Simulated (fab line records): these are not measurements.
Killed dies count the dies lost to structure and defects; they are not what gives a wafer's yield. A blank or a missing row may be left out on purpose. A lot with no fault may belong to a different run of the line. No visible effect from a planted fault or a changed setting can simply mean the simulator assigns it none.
fab line records -- flow nand_harc
record lots=14, wafers=42, last_day=33
route steps=1302 shown A_CHANNEL_FILL_D1@513 A_ONON_D2@553 END@1302
lots with no fault: from the same line, run without faults
start_h: hours from the record's opening day to when the first of the lot's shown wafers began -- wait_h: hours since the lot's step before -- " same as the row above -- L1.1+2: several wafers, shown together as one row -- - value missing, or start not given -- * or withheld: withheld -- < > ~ a bound
route shown NAME@n: names a module that has steps shown in the file, with the first one's number in the route -- usual: average and standard deviation across the fault-free wafers -- same: alike in all rows -- chamber/n: place in a boat -- sites: the reading at each site -- _std_site: their standard deviation -- _edge_site: inner sites' mean taken away from outer sites' mean -- radius_mm: for every site, how far away it sits from the centre of the wafer -- mask NAME#n: copy n -- behind: the tool/chamber that last shaped the wafer -- hold: why the lot was held/for how many hours/how that ended -- device: transistor that didn't switch, given as n, p or np -- end of line: the tests these same wafers got at the end of their route -- where a step has no rows: the recipe by itself -- killed: dies lost to structure and defects at the first sort, not the wafer's yield -- map: dies across one wafer; x = killed, . = not, _ = none there
set.NAME: the setting that was run; set.NAME@STEP: the one run at that earlier step -- model.NAME: the simulator's own value behind a step, which no gauge read
one table for each step of the route and one row for each wafer, over a sample of lots
services: a tool's chamber out of use, with start hour (start_h, from the record's first day; less than 0 if before it), hours out, and reason
## steps
# step NHARC_A_CHANNEL_FILL_D1_CMP_10
# recipe target_thk_nm=150
# usual motor_current_A=12.0/0.77, time_to_endpoint_s=15.5/2.7
lot.wafer,tool,chamber,start_h,wait_h,motor_current_A,time_to_endpoint_s
L124.3,cmp-03,1,235.27,0.4,12.7,10.6
L124.1,cmp-03,2,235.27,0.4,11.0,16.0
L124.5,cmp-03,0,235.27,0.4,11.3,14.5
L125.1,cmp-03,1,243.05,0.4,12.9,7.8
L125.4,cmp-03,2,243.05,0.4,11.1,14.3
L125.5,cmp-03,3,243.05,0.4,12.5,10.3
L126.2,cmp-01,2,255.63,0.4,11.2,16.7
L126.4,cmp-01,1,255.63,0.4,12.4,13.0
L126.6,cmp-01,3,255.63,0.4,12.8,15.1
L129.3,cmp-04,2,275.82,0.4,11.4,20.5
L129.6,cmp-04,1,275.82,0.4,13.5,20.9
L129.5,cmp-04,2,275.82,0.4,11.0,19.3
L130.2,cmp-04,2,292.30,0.4,11.8,19.1
L130.3,cmp-04,0,292.30,0.4,11.8,16.2
L130.1,cmp-04,1,292.30,0.4,13.8,16.6
L133.1,cmp-01,1,339.14,0.4,11.5,12.4
L133.2,cmp-01,2,339.14,0.4,11.0,14.4
L133.5,cmp-01,0,339.14,0.4,12.2,17.6
L135.3,cmp-01,2,347.69,0.4,11.0,15.3
L135.1,cmp-01,3,347.69,0.4,12.5,18.4
L135.2,cmp-01,0,347.69,0.4,12.3,16.6
L141.4,cmp-04,2,401.27,0.4,11.5,18.4
L141.2,cmp-04,3,401.27,0.4,12.1,14.7
L141.5,cmp-04,3,401.27,0.4,11.3,17.2
L142.1,cmp-01,3,415.24,0.4,13.2,17.3
L142.3,cmp-01,0,415.24,0.4,12.7,16.5
L142.2,cmp-01,1,415.24,0.4,11.3,15.2
L143.3,cmp-04,0,427.90,0.4,12.3,12.7
L143.4,cmp-04,2,427.90,0.4,11.5,17.0
L143.6,cmp-04,3,427.90,0.4,11.6,14.7
L144.2,cmp-03,0,443.30,0.4,11.1,18.4
L144.6,cmp-03,3,443.30,0.4,12.3,19.6
L144.5,cmp-03,0,443.30,0.4,11.7,21.9
L145.4,cmp-04,1,453.81,0.4,14.1,12.2
L145.2,cmp-04,0,453.81,0.4,12.1,14.7
L145.5,cmp-04,1,453.81,0.4,13.7,15.2
L146.3,cmp-01,0,456.60,0.4,11.9,13.6
L146.1,cmp-01,1,456.60,0.4,11.5,8.7
L146.4,cmp-01,3,456.60,0.4,12.5,13.1
L147.4,cmp-03,2,466.80,0.4,11.6,18.6
L147.2,cmp-03,3,466.80,0.4,11.6,16.5
L147.6,cmp-03,1,466.80,0.4,12.8,12.7
# step NHARC_A_ONON_D2_DEP_12
# recipe target_thk_a=10000, n2_flow_sccm=2750, n2o_flow_sccm=2000, nh3_flow_sccm=500, sih4_flow_sccm=210, temp_c=400
# usual nh3_flow_sccm=500.4/1.5
lot.wafer,tool,chamber,start_h,wait_h,nh3_flow_sccm
L124.1,pecvd_onon-02,0,274.79,0.1,498.7
L124.3,pecvd_onon-02,0,274.79,0.1,498.8
L124.5,pecvd_onon-02,0,274.79,0.1,499.4
L125.1,pecvd_onon-04,0,285.78,0.1,502.9
L125.4,pecvd_onon-04,0,285.78,0.1,501.1
L125.5,pecvd_onon-04,0,285.78,0.1,502.1
L126.2,pecvd_onon-04,0,291.56,0.1,501.7
L126.4,pecvd_onon-04,0,291.56,0.1,501.9
L126.6,pecvd_onon-04,0,291.56,0.1,501.3
L129.3,pecvd_onon-01,0,311.09,0.2,500.0
L129.5,pecvd_onon-01,0,311.09,0.2,498.9
L129.6,pecvd_onon-01,0,311.09,0.2,501.4
L130.1,pecvd_onon-04,0,327.22,0.1,502.3
L130.2,pecvd_onon-04,0,327.22,0.1,501.4
L130.3,pecvd_onon-04,0,327.22,0.1,502.7
L133.1,pecvd_onon-01,0,377.77,0.1,501.0
L133.2,pecvd_onon-01,0,377.77,0.1,501.2
L133.5,pecvd_onon-01,0,377.77,0.1,499.8
L135.1,pecvd_onon-01,0,388.05,0.1,501.4
L135.2,pecvd_onon-01,0,388.05,0.1,501.8
L135.3,pecvd_onon-01,0,388.05,0.1,503.2
L141.2,pecvd_onon-01,0,443.33,0.1,498.1
L141.4,pecvd_onon-01,0,443.33,0.1,499.3
L141.5,pecvd_onon-01,0,443.33,0.1,498.8
L142.1,pecvd_onon-02,0,453.16,0.1,499.4
L142.2,pecvd_onon-02,0,453.16,0.1,499.4
L142.3,pecvd_onon-02,0,453.16,0.1,499.1
L143.3,pecvd_onon-02,0,466.16,0.2,499.1
L143.4,pecvd_onon-02,0,466.16,0.2,498.5
L143.6,pecvd_onon-02,0,466.16,0.2,498.7
L144.2,pecvd_onon-01,0,479.38,0.1,500.9
L144.5,pecvd_onon-01,0,479.38,0.1,501.8
L144.6,pecvd_onon-01,0,479.38,0.1,501.8
L146.1,pecvd_onon-04,0,491.81,0.1,500.0
L146.3,pecvd_onon-04,0,491.81,0.1,498.5
L146.4,pecvd_onon-04,0,491.81,0.1,501.1
L145.2,pecvd_onon-02,0,492.07,0.1,499.3
L145.4,pecvd_onon-02,0,492.07,0.1,499.7
L145.5,pecvd_onon-02,0,492.07,0.1,499.7
L147.2,pecvd_onon-04,0,510.87,0.1,499.1
L147.4,pecvd_onon-04,0,510.87,0.1,498.3
L147.6,pecvd_onon-04,0,510.87,0.1,503.9
# step NHARC_A_ONON_D2_THK_MEAS_14
# recipe thk_meas_gauge=ellipsometry
# usual thk_nm=999/8.6
lot.wafer,tool,chamber,start_h,wait_h,thk_nm
L124.1,film_metro-01,-,275.30,-,983
L124.3,film_metro-01,-,275.30,-,983
L124.5,film_metro-01,-,275.30,-,984
L125.1,film_metro-02,-,286.29,-,1000
L125.4,film_metro-02,-,286.29,-,1001
L125.5,film_metro-02,-,286.29,-,998
L126.2,film_metro-01,-,292.01,-,1003
L126.4,film_metro-01,-,292.01,-,1002
L126.6,film_metro-01,-,292.01,-,1002
L129.3,film_metro-02,-,311.49,-,1000
L129.5,film_metro-02,-,311.49,-,1001
L129.6,film_metro-02,-,311.49,-,1001
L130.1,film_metro-01,-,327.73,-,1004
L130.2,film_metro-01,-,327.73,-,1002
L130.3,film_metro-01,-,327.73,-,1003
L133.1,film_metro-01,-,378.28,-,1013
L133.2,film_metro-01,-,378.28,-,1531
L133.5,film_metro-01,-,378.28,-,1531
L135.1,film_metro-01,-,388.56,-,998
L135.2,film_metro-01,-,388.56,-,1512
L135.3,film_metro-01,-,388.56,-,997
L141.2,film_metro-01,-,443.79,-,1018
L141.4,film_metro-01,-,443.79,-,1017
L141.5,film_metro-01,-,443.79,-,1016
L142.1,film_metro-02,-,453.67,-,991
L142.2,film_metro-02,-,453.67,-,989
L142.3,film_metro-02,-,453.67,-,990
L143.3,film_metro-01,-,466.56,-,999
L143.4,film_metro-01,-,466.56,-,998
L143.6,film_metro-01,-,466.56,-,998
L144.2,film_metro-01,-,479.83,-,1010
L144.5,film_metro-01,-,479.83,-,1011
L144.6,film_metro-01,-,479.83,-,1009
L146.1,film_metro-02,-,492.31,-,1000
L146.3,film_metro-02,-,492.31,-,996
L146.4,film_metro-02,-,492.31,-,1000
L145.2,film_metro-02,-,492.53,-,1015
L145.4,film_metro-02,-,492.53,-,1014
L145.5,film_metro-02,-,492.53,-,1014
L147.2,film_metro-01,-,511.33,-,998
L147.4,film_metro-01,-,511.33,-,997
L147.6,film_metro-01,-,511.33,-,999
# step NHARC_A_ONON_D2_DEP_33
# recipe target_thk_a=2000, temp_c=400, pressure_torr=6.5, rf_w=900, teos_flow_sccm=161.4, flow_sccm=2650, target_thk_nm=200, gas=O2, material=SiO2
# usual flow_sccm=2651/8.9, heater_power_w=551/75, throttle_valve_pct=15.9/0.32
lot.wafer,tool,chamber,start_h,wait_h,flow_sccm,heater_power_w,throttle_valve_pct
L124.1,pecvd-04,2,287.26,0.1,2642,685,16.1
L124.3,pecvd-04,1,287.26,0.1,2650,517,15.2
L124.5,pecvd-04,2,287.26,0.1,2658,660,15.9
L125.1,pecvd-01,1,296.38,0.1,2648,507,15.5
L125.5,pecvd-01,0,296.38,0.1,2643,600,16.5
L125.4,pecvd-01,2,296.38,0.1,2656,486,16.2
L126.2,pecvd-02,0,302.46,0.1,2652,550,16.1
L126.6,pecvd-02,0,302.46,0.1,2656,571,15.7
L126.4,pecvd-02,1,302.46,0.1,2653,446,15.5
L129.3,pecvd-02,0,321.25,0.1,2652,582,16.0
L129.5,pecvd-02,0,321.25,0.1,2642,582,16.0
L129.6,pecvd-02,1,321.25,0.1,2654,479,15.5
L130.3,pecvd-02,0,338.05,0.1,2652,653,16.3
L130.2,pecvd-02,1,338.05,0.1,2638,511,15.7
L130.1,pecvd-02,2,338.05,0.1,2648,588,16.0
L133.2,pecvd-04,1,390.62,0.1,2646,480,15.4
L133.1,pecvd-04,2,390.62,0.1,2654,662,16.1
L133.5,pecvd-04,1,390.62,0.1,2639,492,15.4
L135.3,pecvd-02,1,398.28,0.1,2650,493,15.5
L135.1,pecvd-02,2,398.28,0.1,2653,609,15.8
L135.2,pecvd-02,0,398.28,0.1,2659,560,16.1
L141.2,pecvd-01,1,455.00,0.6,2647,564,15.6
L141.5,pecvd-01,0,455.00,0.6,2641,455,16.5
L141.4,pecvd-01,1,455.00,0.6,2655,574,15.5
L142.2,pecvd-01,0,463.81,0.1,2630,472,16.6
L142.1,pecvd-01,1,463.81,0.1,2651,582,15.7
L142.3,pecvd-01,2,463.81,0.1,2646,490,16.1
L143.3,pecvd-02,1,476.76,0.1,2641,463,15.6
L143.6,pecvd-02,2,476.76,0.1,2654,483,16.0
L143.4,pecvd-02,0,476.76,0.1,2648,608,15.9
L144.2,pecvd-02,0,489.50,0.1,2643,520,15.9
L144.6,pecvd-02,0,489.50,0.1,2665,542,16.1
L144.5,pecvd-02,1,489.50,0.1,2654,352,15.3
L145.2,pecvd-02,0,502.69,0.1,2640,560,15.9
L145.5,pecvd-02,2,502.69,0.1,2656,577,16.0
L145.4,pecvd-02,1,502.69,0.1,2642,487,15.4
L146.3,pecvd-02,2,502.96,0.3,2631,584,15.9
L146.1,pecvd-02,0,502.96,0.3,2652,530,16.0
L146.4,pecvd-02,1,502.96,0.3,2655,439,15.2
L147.2,pecvd-04,1,521.06,0.1,2639,419,15.3
L147.6,pecvd-04,0,521.06,0.1,2659,658,15.8
L147.4,pecvd-04,2,521.06,0.1,2641,484,16.8
# step NHARC_END_SORT_01
# recipe temp_c=25
# usual killed_at_array=63/17, killed_at_other=0.8/1.1, killed_at_periphery=3.5/3, killed_dies=67/17, killed_open=3.1/1.6, killed_short=2.6/1.4
# same gross_dies=677
lot.wafer,tool,chamber,start_h,wait_h,killed_at_array,killed_at_other,killed_at_periphery,killed_dies,killed_open,killed_short
L133.1,prober-01,0,663.62,2.5,61,0,1,62,2,2
L133.2,prober-01,0,664.42,2.8,673,2,2,677,3,1
L133.5,prober-01,0,666.83,3.7,674,1,2,677,2,5
L135.1,prober-02,0,668.02,2.5,68,0,4,72,5,2
L135.2,prober-02,0,668.81,2.8,676,0,1,677,3,1
L135.3,prober-02,0,669.59,3.1,67,0,3,70,6,3
# killed by level:class
L133.1 A_SLIT:chamber_film_flake=35 A_STAIRCASE:chamber_film_flake=7 A_CHANNEL_HOLE_D1:chamber_film_flake=4 A_CHANNEL_FILL_D1:chamber_film_flake=3 A_ONON_D2:geometric_particle:short=2 A_WL_FILL:chamber_film_flake=2 A_CONTACT:chamber_film_flake=2 A_ONON_D1:geometric_particle:open=1
L133.2 A_ONON_D2:area_dep=619 A_SLIT:chamber_film_flake=30 A_CONTACT:chamber_film_flake=7 A_STAIRCASE:chamber_film_flake=4 A_BLC:chamber_film_flake=4 A_SGD_CUT:chamber_film_flake=3 A_ZERO_WELL:chamber_film_flake=2 A_CHANNEL_FILL_D2:chamber_film_flake=2
L133.5 A_ONON_D2:area_dep=611 A_SLIT:chamber_film_flake=27 A_CHANNEL_HOLE_D1:chamber_film_flake=9 A_STAIRCASE:chamber_film_flake=7 A_CHANNEL_FILL_D2:chamber_film_flake=3 A_CONTACT:chamber_film_flake=3 A_CHANNEL_FILL_D2:geometric_particle:short=2 A_WL_FILL:geometric_particle:short=2
L135.1 A_SLIT:chamber_film_flake=28 A_CHANNEL_HOLE_D1:chamber_film_flake=27 A_STAIRCASE:chamber_film_flake=4 A_M1:chamber_film_flake=3 A_ONON_D2:geometric_particle:open=2 P_STI:chamber_film_flake=2 P_CONTACT:geometric_particle:open=1 P_M2:geometric_particle:open=1
L135.2 A_ONON_D2:area_dep=604 A_CHANNEL_HOLE_D1:chamber_film_flake=30 A_SLIT:chamber_film_flake=29 A_ZERO_WELL:chamber_film_flake=4 A_STAIRCASE:chamber_film_flake=3 A_M1:chamber_film_flake=2 P_CONTACT:geometric_particle:open=1 A_ONON_D1:geometric_particle:open=1
L135.3 A_CHANNEL_HOLE_D1:chamber_film_flake=31 A_SLIT:chamber_film_flake=19 A_STAIRCASE:chamber_film_flake=4 A_CHANNEL_HOLE_D1:geometric_particle:open=2 P_STI:chamber_film_flake=2 A_WL_FILL:chamber_film_flake=2 P_GATE:geometric_particle:open=1 A_ONON_D1:geometric_particle:open=1
## services
tool,chamber,start_h,hours,kind
pecvd_onon-04,-,211.70,2.9,repair
pecvd-02,-,227.10,13.0,pm
pecvd-02,0,254.51,4.5,repair
cmp-03,-,260.03,4.0,pm
pecvd-02,2,262.71,12.6,repair
pecvd_onon-01,-,269.00,13.0,pm
cmp-01,-,290.08,4.0,pm
cmp-01,-,304.33,1.7,repair
cmp-04,-,307.45,4.0,pm
pecvd_onon-04,-,311.28,13.0,pm
pecvd-02,-,343.00,5.2,repair
cmp-03,-,358.01,2.4,repair
cmp-01,-,358.59,0.5,repair
cmp-04,-,368.08,0.9,repair
cmp-01,-,370.84,3.9,repair
cmp-01,-,388.08,4.0,pm
cmp-04,-,405.45,4.0,pm
pecvd-02,-,408.10,13.0,pm
pecvd_onon-01,-,450.00,13.0,pm
cmp-01,-,486.08,4.0,pm
pecvd_onon-04,-,492.28,13.0,pm
pecvd-02,-,493.86,0.6,repair
cmp-04,-,503.45,4.0,pm
cmp-01,-,509.07,1.6,repair
## key
first_sign step=NHARC_A_ONON_D2_THK_MEAS_14, reading=thk_nm, direction=up, sigmas=61, usual=999, struck=1525
effect step=NHARC_END_SORT_01, reading=killed_at_array, direction=up, sigmas=35, usual=63, struck=674
more_kills_born_at NHARC_A_ONON_D2_DEP_12@pecvd_onon-01=1834
met_at NHARC_A_ONON_D2_DEP_12
struck_lots L133,L135
struck_wafers L133.2,L133.5,L135.2
later_rows_left_out L133.2,L133.5,L135.2
tester_left_out L133,L135
not_acting_at NHARC_A_CHANNEL_FILL_D1_CMP_10,NHARC_A_ONON_D2_DEP_33
onset_between 311.09 377.77
fault kind=process_parameter_drift, tool=pecvd_onon-01, chamber=-, onset_h=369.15, steps=NHARC_A_ONON_D2_DEP_12, channel=target_thk_a, offset=*, shape=step, end_h=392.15, scope=struck_wafers_only, acts_in=*, stated=*
# tester_left_out: of these lots the tester's yield and bins aren't shown, on N5 and GAA mostly nor the transistor test; their killed dies are dies lost to structure and defects alone, not to doping, threshold or leakage, so they don't give the yield
# later_rows_left_out: the simulator's readings of these wafers behind a module that went badly wrong aren't trusted and aren't shown, but for the sort
